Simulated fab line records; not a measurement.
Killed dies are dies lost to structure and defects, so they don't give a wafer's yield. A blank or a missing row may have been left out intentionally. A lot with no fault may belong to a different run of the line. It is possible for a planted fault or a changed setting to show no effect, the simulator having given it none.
Which of the tools did it? || flow nand_harc || 21 wafers from 7 lots sampled at 5 of the route's 1302 steps

## WHAT EACH GAUGE READ, for each wafer
NHARC_END_SORT_01.
{"lot": "L177", "measured": "day 25 01:41", "on": "prober-02", "killed_at_periphery": "0 2 2"}
{"lot": "L180", "measured": "day 26 07:54", "on": "prober-02", "killed_at_periphery": "2 4 6"}
{"lot": "L182", "measured": "day 26 22:43", "on": "prober-01", "killed_at_periphery": "577 569 586"}
{"lot": "L190", "measured": "day 30 19:53", "on": "prober-02", "killed_at_periphery": "5 4 4"}
{"lot": "L193", "measured": "day 31 21:07", "on": "prober-01", "killed_at_periphery": "7 2 8"}
{"lot": "L197", "measured": "day 33 14:46", "on": "prober-02", "killed_at_periphery": "5 2 2"}
{"lot": "L199", "measured": "day 34 07:01", "on": "prober-01", "killed_at_periphery": "2 3 5"}

## WHICH TOOL RAN EACH LOT (tool, then ch and the chambers of the sampled wafers, then the start)
{"lot": "L177", "NHARC_P_GATE_SPUTTER_78": "pvd_sputter-01, day 6 06:17", "NHARC_THIN_TSV_ANNEAL_52": "rtp_anneal-01 ch 0, day 24 13:58", "NHARC_THIN_TSV_ETCH_59": "rie_metal-02 ch 0,1, day 24 16:10", "NHARC_THIN_TSV_ETCH_36": "rie_metal-02 ch 0,1, day 24 16:24"}
{"lot": "L180", "NHARC_P_GATE_SPUTTER_78": "pvd_sputter-02, day 7 13:07", "NHARC_THIN_TSV_ANNEAL_52": "rtp_anneal-02 ch 0, day 25 20:13", "NHARC_THIN_TSV_ETCH_59": "rie_metal-03 ch 0,1, day 25 22:19", "NHARC_THIN_TSV_ETCH_36": "rie_metal-03 ch 0,1, day 25 22:32"}
{"lot": "L182", "NHARC_P_GATE_SPUTTER_78": "pvd_sputter-02, day 8 10:05", "NHARC_THIN_TSV_ANNEAL_52": "-", "NHARC_THIN_TSV_ETCH_59": "-", "NHARC_THIN_TSV_ETCH_36": "-"}
{"lot": "L190", "NHARC_P_GATE_SPUTTER_78": "pvd_sputter-03, day 11 20:24", "NHARC_THIN_TSV_ANNEAL_52": "rtp_anneal-01 ch 0, day 30 06:37", "NHARC_THIN_TSV_ETCH_59": "rie_metal-02 ch 0,1, day 30 08:48", "NHARC_THIN_TSV_ETCH_36": "rie_metal-02 ch 0,1, day 30 08:58"}
{"lot": "L193", "NHARC_P_GATE_SPUTTER_78": "pvd_sputter-01, day 12 21:34", "NHARC_THIN_TSV_ANNEAL_52": "rtp_anneal-02 ch 0, day 31 09:34", "NHARC_THIN_TSV_ETCH_59": "rie_metal-01 ch 0,1, day 31 11:38", "NHARC_THIN_TSV_ETCH_36": "rie_metal-01 ch 0,1, day 31 11:53"}
{"lot": "L197", "NHARC_P_GATE_SPUTTER_78": "pvd_sputter-03, day 14 13:04", "NHARC_THIN_TSV_ANNEAL_52": "rtp_anneal-02 ch 0, day 33 00:19", "NHARC_THIN_TSV_ETCH_59": "rie_metal-03 ch 0,1, day 33 02:35", "NHARC_THIN_TSV_ETCH_36": "rie_metal-03 ch 0,1, day 33 02:48"}
{"lot": "L199", "NHARC_P_GATE_SPUTTER_78": "pvd_sputter-01, day 15 09:42", "NHARC_THIN_TSV_ANNEAL_52": "rtp_anneal-02 ch 0, day 33 17:49", "NHARC_THIN_TSV_ETCH_59": "rie_metal-02 ch 0,1, day 33 19:53", "NHARC_THIN_TSV_ETCH_36": "rie_metal-02 ch 0,1, day 33 20:07"}
- NHARC_P_GATE_SPUTTER_78: material Ni, target thk 10 nm.
- NHARC_THIN_TSV_ANNEAL_52: time 90 s.
- NHARC_THIN_TSV_ETCH_59: etches the open film in Cl2/BCl3, target depth 880 nm, time 138.1 s.
- NHARC_THIN_TSV_ETCH_36: etches the open film in Cl2/BCl3, target depth 65 nm, time 18.571 s.

## THE ANSWER, worked out from the rows above alone
Rule: the lots themselves supply what counts as usual. The widest of any qualifying gaps counts: lots, ordered by their means at a reading, are off when they make up no more than a third of the lots, leave a main group of 4 or more, and stand apart from it by 3 or more times the standard deviation of that group's means. A main group whose means are all the same, to the digits that the tables above print for the reading, isn't used. A lot without any number at a reading at which 4 lots or more have one is off too. All remaining lots with rows at the step are treated as sound.
Off, at NHARC_END_SORT_01 on killed_at_periphery: L182. For the main group the mean is 3.6 and the standard deviation 1.3.
A tool fits if, at a process step before that reading, it ran every lot that is off, and no sound lot after the first of them. The gauges at NHARC_END_SORT_01 are tried like those tools. One fits: NHARC_P_GATE_SPUTTER_78 on pvd_sputter-02. A fault onset in the window from L180 (day 7 13:07, its last sound lot) to L182 (day 8 10:05, its first lot off) fits.

## WHAT WAS PUT IN BY THE SIMULATOR
At NHARC_P_GATE_SPUTTER_78, the step was skipped entirely on pvd_sputter-02 from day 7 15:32 on. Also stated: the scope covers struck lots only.
Shown lots that were struck: L182. The rule given above showed the same thing.
